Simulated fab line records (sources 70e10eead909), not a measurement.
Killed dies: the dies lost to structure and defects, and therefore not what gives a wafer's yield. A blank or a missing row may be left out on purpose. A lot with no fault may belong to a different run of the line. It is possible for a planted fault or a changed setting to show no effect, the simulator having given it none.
fab line records ; flow nand_harc
record lots=6; wafers=18; last_day=25
route steps=1159 shown A_WL_FILL@813 END@1159
lots with no fault: from the same line, run without faults
start_h: hours from the record's opening day to when the first of the lot's shown wafers began ; wait_h: time in hours since the lot's previous step ; " identical to the entry in the row above ; L1.1+2: several wafers, shown together as one row ; - no value, or no start given ; * or withheld: withheld ; < > ~ a bound
route shown NAME@n: a module of which the file shows steps, and the number in the route of the first ; usual: the fault-free wafers' mean and standard deviation ; same: alike in all rows ; chamber/n: place in a boat ; sites: the reading at each site ; _std_site: the standard deviation of these ; _edge_site: inner sites' mean taken away from outer sites' mean ; radius_mm: how far each site lies from the wafer's centre ; mask NAME#n: copy n ; behind: the most recent tool/chamber to have shaped the wafer ; hold: what put the lot on hold/how long, in hours/how the hold closed ; device: the n, p or np transistor that did not switch ; end of line: the route-end tests of the same wafers ; a step without rows: its recipe alone ; killed: at the first sort, the dies lost to defects and structure; wafer yield is something else ; map: dies across one wafer; x = killed, . = not, _ = none there
set.NAME: the setting the step ran with; set.NAME@STEP: the setting that earlier step ran with ; model.NAME: the simulator's own value behind a step, which no gauge read
certain route steps with their lots: each step a table, each wafer a row
services: a tool's chamber out of use, with start hour (start_h, from the record's first day; less than 0 if before it), hours out, and reason
## steps
# step NHARC_A_WL_FILL_CVD_03
# recipe target_thk_a=400; temp_c=300; pressure_torr=40; wf6_flow_sccm=40; h2_flow_sccm=1600; ar_flow_sccm=1560; time_s=3302; material=W
# usual heater_power_outer_w=249/28; heater_power_w=469/49; mfc_wf6_sccm=40.01/0.12; susceptor_temp_C=300.00/0.21; throttle_valve_pct=7.78/0.21
lot.wafer;tool;chamber;start_h;wait_h;heater_power_outer_w;heater_power_w;mfc_wf6_sccm;susceptor_temp_C;throttle_valve_pct
L951.1;cvd_w-02;1;335.21;0.5;243;499;39.95;299.86;7.78
L951.3;cvd_w-02;0;335.21;0.5;298;533;39.80;299.71;8.34
L951.4;cvd_w-02;1;335.21;0.5;240;509;39.84;299.93;7.61
L955.4;cvd_w-02;1;374.49;1.4;240;498;39.86;-;7.83
L955.6;cvd_w-02;0;374.49;1.4;283;532;39.99;-;7.84
L955.5;cvd_w-02;1;374.49;1.4;237;503;40.03;-;7.86
L967.1;cvd_w-02;1;438.90;0.3;231;470;40.09;299.64;7.62
L967.3;cvd_w-02;0;440.31;1.7;288;526;40.09;300.28;7.74
L967.6;cvd_w-02;1;440.31;1.7;230;470;40.06;299.30;7.93
L968.1;cvd_w-02;0;447.65;1.2;289;525;40.14;300.50;7.92
L968.4;cvd_w-02;1;449.08;2.6;236;473;39.98;300.11;7.90
L968.6;cvd_w-02;0;449.08;2.6;298;516;40.09;300.11;7.70
L973.1;cvd_w-02;1;467.23;1.2;236;471;40.04;300.09;7.95
L973.6;cvd_w-02;0;468.64;2.6;295;544;40.10;299.90;7.89
L973.5;cvd_w-02;1;468.64;2.6;239;469;39.76;300.22;7.69
L974.3;cvd_w-02;1;480.23;4.1;231;486;40.03;300.11;7.99
L974.6;cvd_w-02;0;480.23;4.1;295;532;40.14;299.88;7.92
L974.5;cvd_w-02;1;480.23;4.1;237;469;40.14;300.02;7.96
# step NHARC_A_WL_FILL_ETCHBACK_04
# recipe target_depth_a=600; time_s=120; chemistry=NF3
# usual drypump_motor_current_A=5.4/0.36; he_backside_leak_sccm=3.4/0.32; oes_product_au=0.996/0.0068; run_length_s=141.09/0.3
lot.wafer;tool;chamber;start_h;wait_h;drypump_motor_current_A;he_backside_leak_sccm;oes_product_au;rf_hours_counter_h;run_length_s
L951.1;rie_metal-03;0;338.11;2.4;5.4;3.3;0.993;1.3;141.31
L951.3;rie_metal-03;1;338.11;2.4;5.3;3.7;1.000;-;141.33
L951.4;rie_metal-03;0;338.11;2.4;5.4;3.4;0.995;-;140.82
L955.4;rie_metal-02;1;376.43;1.5;6.1;3.5;0.994;-;141.18
L955.5;rie_metal-02;1;376.43;1.5;6.1;3.4;0.995;-;141.41
L955.6;rie_metal-02;0;376.43;1.5;4.9;3.4;1.008;-;140.50
L967.1;rie_metal-01;1;442.24;2.9;5.7;3.4;0.997;2.2;141.19
L967.3;rie_metal-01;1;442.24;2.9;5.7;3.5;1.002;-;141.18
L967.6;rie_metal-01;0;442.24;2.9;5.2;3.4;0.992;-;141.33
L968.1;rie_metal-03;1;450.99;2.9;5.4;3.2;0.995;4.8;141.05
L968.4;rie_metal-03;1;450.99;2.9;5.4;3.5;0.996;-;141.01
L968.6;rie_metal-03;0;450.99;2.9;5.4;3.2;0.996;-;140.87
L973.1;rie_metal-02;1;470.09;2.4;6.1;3.3;1.010;1.8;141.28
L973.6;rie_metal-02;0;470.09;2.4;4.9;3.3;1.005;-;140.79
L973.5;rie_metal-02;1;470.09;2.4;6.1;3.3;1.010;-;141.55
L974.3;rie_metal-01;0;482.19;1.5;5.2;3.4;0.995;-;140.91
L974.5;rie_metal-01;0;482.19;1.5;5.2;3.4;0.996;-;141.40
L974.6;rie_metal-01;1;482.19;1.5;5.7;3.9;1.008;-;141.48
# step NHARC_A_WL_FILL_ETCHBACK_05
# recipe target_depth_a=220; time_s=60; temp_c=40; chemistry=Cl2/BCl3
# usual drypump_motor_current_A=5.4/0.36; he_backside_leak_sccm=3.41/0.17; oes_product_au=0.997/0.0069; run_length_s=81.1/0.32; temp_c=40.01/0.11
lot.wafer;tool;chamber;start_h;wait_h;drypump_motor_current_A;he_backside_leak_sccm;oes_product_au;rf_hours_counter_h;run_length_s;temp_c
L951.1;rie_metal-03;1;338.33;0.2;5.4;3.23;1.001;1.5;81.1;40.19
L951.4;rie_metal-03;0;338.33;0.2;5.4;3.19;1.002;-;80.8;39.84
L951.3;rie_metal-03;1;338.33;0.2;5.3;3.20;0.987;-;81.7;40.28
L955.4;rie_metal-02;1;376.63;0.2;6.1;3.42;1.002;-;81.2;40.08
L955.5;rie_metal-02;1;376.63;0.2;6.1;3.48;0.996;-;81.4;40.02
L955.6;rie_metal-02;0;376.63;0.2;4.9;3.35;0.996;-;80.4;40.17
L967.1;rie_metal-01;1;442.45;0.2;5.7;3.53;1.007;2.4;81.0;40.09
L967.3;rie_metal-01;1;442.45;0.2;5.8;3.49;0.985;-;81.1;40.18
L967.6;rie_metal-01;0;442.45;0.2;5.2;3.38;0.995;-;80.9;40.14
L968.1;rie_metal-03;0;451.25;0.2;5.4;3.24;0.999;5.0;80.6;39.95
L968.4;rie_metal-03;0;451.25;0.2;5.4;3.35;1.007;-;80.8;40.09
L968.6;rie_metal-03;1;451.25;0.2;5.4;3.70;0.999;-;81.2;39.85
L973.1;rie_metal-02;0;470.30;0.2;4.9;3.30;0.996;2.0;80.6;39.97
L973.5;rie_metal-02;0;470.30;0.2;4.9;3.41;1.006;-;80.9;40.17
L973.6;rie_metal-02;1;470.30;0.2;6.1;3.35;1.002;-;81.4;40.00
L974.3;rie_metal-01;1;482.39;0.2;5.8;3.42;0.991;-;81.0;39.90
L974.6;rie_metal-01;1;482.39;0.2;5.7;3.56;0.999;-;81.1;40.09
L974.5;rie_metal-01;0;482.39;0.2;5.2;3.40;1.004;-;81.1;40.03
# step NHARC_A_WL_FILL_STRIP_27
# recipe power_w=1500; temp_c=250; time_s=20; chemistry=N2/H2
# step NHARC_A_WL_FILL_STRIP_28
# recipe time_s=1200; temp_c=72.5; chemistry=post_etch_residue_remover
# step NHARC_A_WL_FILL_PRECLEAN_06
# recipe time_s=300; chemistry=DIW
# step NHARC_A_WL_FILL_SRD_07
# step NHARC_A_WL_FILL_ANNEAL_08
# recipe temp_c=450; time_s=1800
# step NHARC_A_WL_FILL_ALD_10
# recipe target_thk_a=500; pulse_time_s=10; ald_cycles=500; temp_c=300; material=SiO2
# step NHARC_A_WL_FILL_ETCHBACK_16
# recipe target_depth_a=880; time_s=17.6; c4f8_flow_sccm=withheld; o2_flow_sccm=8; ar_flow_sccm=withheld; rf_w=600; bias_w=800; chemistry=C4F8/O2/Ar
# usual oes_product_au=0.98/0.032; rf_vpp_V=722/4.6; run_length_s=38.9/0.38
lot.wafer;tool;chamber;start_h;wait_h;oes_product_au;rf_hours_counter_h;rf_vpp_V;run_length_s
L951.3;rie_diel-13;1;-;-;0.99;1.7;725;39.4
L951.4;rie_diel-13;3;-;-;0.99;1.7;726;39.1
L951.1;rie_diel-13;0;-;-;1.01;1.8;720;39.4
L955.4;rie_diel-10;3;-;-;0.92;-;717;38.5
L955.6;rie_diel-10;0;-;-;0.93;-;731;39.9
L955.5;rie_diel-10;2;-;-;0.92;-;717;38.2
L967.3;rie_diel-13;1;-;-;1.00;3.8;725;39.1
L967.1;rie_diel-13;3;-;-;0.99;4.1;725;38.8
L967.6;rie_diel-13;0;-;-;1.00;-;721;39.3
L968.1;rie_diel-10;2;-;-;0.91;4.0;718;38.5
L968.4;rie_diel-10;2;-;-;0.92;-;716;38.4
L968.6;rie_diel-10;1;-;-;0.93;-;723;38.9
L973.1;rie_diel-13;2;-;-;1.00;0.4;718;39.2
L973.5;rie_diel-13;3;-;-;1.00;-;726;39.1
L973.6;rie_diel-13;0;-;-;1.00;-;721;38.9
L974.3;rie_diel-10;2;-;-;0.92;4.7;716;38.4
L974.5;rie_diel-10;3;-;-;0.93;-;717;38.5
L974.6;rie_diel-10;0;-;-;0.93;-;731;39.9
# step NHARC_A_WL_FILL_STRIP_29
# recipe time_s=20; o2_flow_sccm=500; ar_flow_sccm=0; bias_w=0; chemistry=O2
# usual drypump_motor_current_A=5.51/0.29; oes_product_au=0.997/0.0062; rf_vpp_V=57.8/0.97; showerhead_plenum_p_Torr=3.46/0.15; throttle_valve_pct=17.036/0.0089
lot.wafer;tool;chamber;start_h;wait_h;drypump_motor_current_A;oes_product_au;rf_hours_counter_h;rf_vpp_V;showerhead_plenum_p_Torr;throttle_valve_pct
L951.3;rie_diel-13;1;351.59;0.1;5.46;0.991;1.8;58.3;3.56;17.045
L951.1;rie_diel-13;2;351.59;0.1;5.20;0.986;1.7;58.8;3.35;17.034
L951.4;rie_diel-13;3;351.59;0.1;5.74;0.988;1.7;59.7;3.62;17.035
L955.5;rie_diel-10;0;388.04;0.0;5.86;1.009;-;60.4;3.79;17.026
L955.6;rie_diel-10;2;388.04;0.0;5.17;0.992;-;59.0;3.32;17.029
L955.4;rie_diel-10;3;388.04;0.0;5.71;1.006;-;59.4;3.37;17.037
L967.3;rie_diel-13;1;452.53;0.1;5.43;0.983;3.8;58.7;3.56;17.052
L967.1;rie_diel-13;0;452.53;0.1;5.66;0.991;4.2;55.5;3.43;17.040
L967.6;rie_diel-13;1;452.53;0.1;5.45;0.990;-;58.2;3.56;17.033
L968.1;rie_diel-10;0;461.36;0.1;5.88;1.002;3.9;58.5;3.79;17.050
L968.6;rie_diel-10;1;461.36;0.1;5.99;1.006;-;58.2;3.55;17.035
L968.4;rie_diel-10;0;461.36;0.1;5.85;1.009;-;59.5;3.79;17.042
L973.1;rie_diel-13;1;481.83;0.1;5.44;0.995;0.4;58.7;3.56;17.032
L973.6;rie_diel-13;0;481.83;0.1;5.66;0.994;-;58.0;3.43;17.031
L973.5;rie_diel-13;1;481.83;0.1;5.44;1.008;-;57.7;3.56;17.036
L974.3;rie_diel-10;2;489.92;0.1;5.22;0.996;4.7;57.8;3.31;17.028
L974.6;rie_diel-10;3;489.92;0.1;5.71;1.002;-;57.1;3.37;17.034
L974.5;rie_diel-10;0;489.92;0.1;5.86;0.999;-;59.6;3.79;17.035
# step NHARC_A_WL_FILL_ETCHBACK_17
# recipe target_depth_a=40; time_s=26.7; chemistry=Cl2/BCl3
# usual drypump_motor_current_A=5.5/0.37; he_backside_leak_sccm=3.44/0.15; oes_product_au=0.999/0.0061; run_length_s=47.8/0.33
lot.wafer;tool;chamber;start_h;wait_h;drypump_motor_current_A;he_backside_leak_sccm;oes_product_au;rf_hours_counter_h;run_length_s
L951.1;rie_metal-03;1;351.67;-;5.3;3.56;1.010;1.7;47.7
L951.4;rie_metal-03;1;351.67;-;5.3;3.64;1.000;-;48.1
L951.3;rie_metal-03;0;351.67;-;5.4;3.18;1.000;-;47.5
L955.4;rie_metal-01;0;388.23;-;5.2;3.42;1.007;-;47.7
L955.6;rie_metal-01;0;388.23;-;5.2;3.47;0.998;-;47.8
L955.5;rie_metal-01;1;388.23;-;5.8;3.48;1.003;-;47.8
L967.1;rie_metal-01;1;452.61;-;5.7;3.67;1.005;2.5;45.2
L967.3;rie_metal-01;0;452.61;-;5.2;3.45;0.997;-;47.9
L967.6;rie_metal-01;0;452.61;-;5.2;3.36;0.992;-;45.2
L968.1;rie_metal-01;1;461.45;-;5.8;3.54;0.996;2.9;45.8
L968.4;rie_metal-01;0;461.45;-;5.2;3.37;0.997;-;47.9
L968.6;rie_metal-01;1;461.45;-;5.8;3.44;0.998;-;45.2
L973.1;rie_metal-02;0;481.93;-;4.9;3.49;0.996;2.5;47.1
L973.6;rie_metal-02;1;481.93;-;6.1;3.65;1.003;-;47.8
L973.5;rie_metal-02;0;481.93;-;4.9;3.44;1.001;-;47.1
L974.3;rie_metal-02;0;490.04;-;4.9;3.51;0.999;-;47.2
L974.6;rie_metal-02;0;490.04;-;4.9;3.42;0.996;-;47.3
L974.5;rie_metal-02;1;490.04;-;6.1;3.36;0.995;-;48.1
# step NHARC_A_WL_FILL_PRECLEAN_18
# recipe time_s=30; chemistry=dHF
# step NHARC_END_SORT_01
# recipe temp_c=25
# usual killed_at_array=29/11; killed_at_other=0.6/0.89; killed_at_periphery=3.8/2.8; killed_dies=33/12; killed_open=3.5/1.9; killed_short=1.9/1.3
# same gross_dies=677
lot.wafer;tool;chamber;start_h;wait_h;killed_at_array;killed_at_other;killed_at_periphery;killed_dies;killed_open;killed_short
L967.1;prober-02;0;547.20;2.5;26;2;9;37;3;3
L967.3;prober-02;0;548.78;3.1;33;0;1;34;6;0
L967.6;prober-02;0;551.16;4.0;28;1;2;31;3;1
L968.1;prober-01;0;554.97;2.5;13;0;2;15;4;1
L968.4;prober-01;0;557.38;3.4;14;0;1;15;3;3
L968.6;prober-01;0;558.98;4.0;17;0;1;18;2;1
# killed by level:class
L967.1 A_CHANNEL_HOLE_D1:chamber_film_flake=18 P_M1:chamber_film_flake=6 A_CONTACT:chamber_film_flake=3 A_CONTACT:geometric_particle:open=2 P_STI:chamber_film_flake=2 P_CONTACT:geometric_particle:short=1 A_CHANNEL_HOLE_D1:geometric_particle:short=1 A_BLC:geometric_particle:open=1
L967.3 A_CHANNEL_HOLE_D1:chamber_film_flake=21 A_CONTACT:chamber_film_flake=7 A_CHANNEL_FILL_D1:geometric_particle:open=2 P_M0:geometric_particle:open=1 A_CHANNEL_HOLE_D1:geometric_particle:open=1 A_WL_FILL:geometric_particle:open=1 A_M1:geometric_particle:open=1
L967.6 A_CHANNEL_HOLE_D1:chamber_film_flake=23 A_CONTACT:chamber_film_flake=2 P_GATE:geometric_particle:open=1 P_M0:geometric_particle:open=1 A_CONTACT:geometric_particle:open=1 A_M0:geometric_particle:short=1 A_SLIT:chamber_film_flake=1 THIN_TSV:chamber_film_flake=1
L968.1 A_CHANNEL_HOLE_D1:chamber_film_flake=3 A_CONTACT:chamber_film_flake=3 A_STAIRCASE:chamber_film_flake=2 P_GATE:geometric_particle:open=1 P_M0:geometric_particle:open=1 A_SGD_CUT:geometric_particle:short=1 A_CONTACT:geometric_particle:open=1 A_M0:geometric_particle:open=1
L968.4 A_CONTACT:chamber_film_flake=4 A_CHANNEL_HOLE_D1:chamber_film_flake=3 A_CHANNEL_FILL_D1:geometric_particle:short=2 A_ONON_D1:geometric_particle:short=1 A_CHANNEL_FILL_D1:geometric_particle:open=1 A_WL_FILL:geometric_particle:open=1 A_CONTACT:geometric_particle:open=1 P_GATE:chamber_film_flake=1
L968.6 A_CHANNEL_HOLE_D1:chamber_film_flake=7 A_CONTACT:chamber_film_flake=4 A_WL_FILL:chamber_film_flake=2 P_GATE:geometric_particle:open=1 A_ONON_D1:geometric_particle:open=1 A_CONTACT:geometric_particle:short=1 A_STAIRCASE:chamber_film_flake=1 A_SLIT:chamber_film_flake=1
## services
tool;chamber;start_h;hours;kind
rie_metal-01;-;332.00;9.0;pm
rie_metal-01;0;332.00;9.0;vent_cycle
rie_metal-01;1;332.00;25.0;vent_cycle
rie_diel-10;0;332.50;-;clean
rie_diel-10;1;332.50;-;clean
rie_diel-10;2;332.50;-;clean
rie_diel-10;-;335.14;0.5;repair
rie_metal-01;0;341.00;-;clean
rie_diel-13;-;342.41;0.1;repair
rie_diel-10;-;353.50;9.0;pm
rie_diel-10;1;375.23;13.7;repair
cvd_w-02;-;376.62;13.0;pm
rie_diel-10;-;378.83;0.3;repair
rie_metal-02;-;388.00;9.0;pm
rie_diel-13;3;396.94;2.5;repair
cvd_w-02;1;413.28;5.7;repair
rie_diel-13;1;424.98;12.3;repair
rie_diel-10;3;431.56;15.0;repair
rie_diel-10;3;452.11;11.2;repair
rie_diel-13;-;453.00;9.0;pm
rie_metal-03;-;453.00;9.0;pm
rie_metal-02;-;461.07;0.5;repair
rie_diel-10;-;468.40;5.2;repair
rie_diel-10;-;481.85;0.1;repair
## key
first_sign step=NHARC_A_WL_FILL_ETCHBACK_17; reading=run_length_s; direction=down; sigmas=7.4; usual=*; struck=*
effect none on later readings
met_at NHARC_A_WL_FILL_ETCHBACK_17
struck_wafers L967.1,L967.6,L968.1,L968.6
tester_left_out L967,L968
onset_between 388.23 452.61
fault kind=process_parameter_drift; tool=rie_metal-01; chamber=-; onset_h=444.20; steps=NHARC_A_WL_FILL_ETCHBACK_17; channel=time_s; offset=*; shape=step; end_h=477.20; scope=struck_wafers_only; acts_in=*; stated=*
# tester_left_out: of these lots the tester's yield and bins aren't shown, on N5 and GAA mostly nor the transistor test; their killed dies are dies lost to structure and defects alone, not to doping, threshold or leakage, so they don't give the yield
